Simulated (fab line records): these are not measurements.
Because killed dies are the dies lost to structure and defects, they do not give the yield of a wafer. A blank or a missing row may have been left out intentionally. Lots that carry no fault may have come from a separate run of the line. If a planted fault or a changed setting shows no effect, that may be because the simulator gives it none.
3 desks looking at one fault ; flow n5-finfet ; numbers are kept per desk, each desk with only its own; the story behind them comes last

== AT THE TOOL OWNER'S DESK: rie-diel-04 ==
The tool's own readings at N5_BEOL_M4_ETCH_70 (etches SOC in N2/H2, target depth 80 nm, overetch 24 nm, time 130 s): means of the sampled wafers that have a number, for each lot that ran on this tool. Marked OUT: a lot whose mean sits more than 4 standard deviations from the usual mean, which makes it out of limits; the brackets give that distance.
Columns: A = drypump-motor-current-A at N5_BEOL_M4_ETCH_70, usual 5.5 A; B = oes-product-au at N5_BEOL_M4_ETCH_70, usual 0.59 a.u.; C = rf-vpp-V at N5_BEOL_M4_ETCH_70, usual 524.1 V; D = showerhead-plenum-p-Torr at N5_BEOL_M4_ETCH_70, usual 2.55 Torr; E = throttle-valve-pct at N5_BEOL_M4_ETCH_70, usual 17.90 %
lot;first seen here;A;B;C;D;E
L890;day 8 05:46;5.3;0.59;525.0;2.56;17.99
L896;day 9 17:05;5.6;0.65;525.0;2.60;18.09
L898;day 9 18:40;5.3;0.58;524.7;2.55;18.02
L900;day 10 13:37;5.6;0.62;525.1;2.58;18.06
L902;day 10 23:02;5.7;0.64;525.5;2.60;18.20
This desk's verdict: no lot among the 5 shows anything out of limits.

== THE DEFECT DESK ==
Lot by lot, what the route's inspections counted, given as the mean of those sampled wafers with a number. Marked OUT: a lot whose mean sits more than 4 standard deviations from the usual mean, which makes it out of limits; the brackets give that distance.
Columns: A = raw-defect-count at N5_BEOL_M4_INSPECT_30, usual 421
lot;first seen here;A
L890;day 8 03:05;538
L896;day 9 13:23;390
L898;day 9 17:02;434
L900;day 10 05:52;371
L902;day 10 21:37;492
L907;day 12 05:11;381
L910;day 12 15:17;517
This desk's verdict: no lot among the 7 shows anything out of limits.

== AT THE METROLOGY DESK ==
Means of the sampled wafers that have a number, per lot and without regard to the tool the lot ran on: this is what the gauges read. Marked OUT: a lot whose mean sits more than 4 standard deviations from the usual mean, which makes it out of limits; the brackets give that distance. 7 of its 12 readings are shown, namely those furthest out on some lot.
Columns: A = DIBL_N at N5_BEOL_M4_RC_MEAS_101, usual 36.4 mV/V; B = IOFF_N at N5_BEOL_M4_RC_MEAS_101, usual 0.164 nA/um; C = IOFF_P at N5_BEOL_M4_RC_MEAS_101, usual 0.214 nA/um; D = ION_P at N5_BEOL_M4_RC_MEAS_101, usual 463 uA/um; E = SS_N at N5_BEOL_M4_RC_MEAS_101, usual 71.5 mV/dec; F = SS_P at N5_BEOL_M4_RC_MEAS_101, usual 73.3 mV/dec; G = VT_P at N5_BEOL_M4_RC_MEAS_101, usual -250.1 mV
lot;first seen here;A;B;C;D;E;F;G
L890;day 8 03:00;38.2;0.164;0.232;467;71.6;73.8;-248.9
L896;day 9 13:18;37.8;0.188;0.230;466;71.7;73.3;-248.2
L898;day 9 16:57;38.7;0.182;0.246;464;72.0;73.3;-247.3
L900;day 10 05:46;36.2;0.181;0.256;476;71.7;72.9;-246.7
L902;day 10 21:32;33.2;0.125;0.185;462;70.8;72.6;-250.5
L907;day 12 05:06;37.1;0.173;0.239;463;71.8;73.9;-247.5
L910;day 12 15:11;34.9;0.149;0.171;460;71.7;72.9;-253.5
This desk's verdict: no lot among the 7 shows anything out of limits.

== TAKEN TOGETHER ==
The tool owner's desk saw nothing out of limits.
Nothing out of limits was seen by the defect desk.
At the metrology desk, nothing out of limits was observed.

== WHAT THE SIMULATOR HAD INSERTED ==
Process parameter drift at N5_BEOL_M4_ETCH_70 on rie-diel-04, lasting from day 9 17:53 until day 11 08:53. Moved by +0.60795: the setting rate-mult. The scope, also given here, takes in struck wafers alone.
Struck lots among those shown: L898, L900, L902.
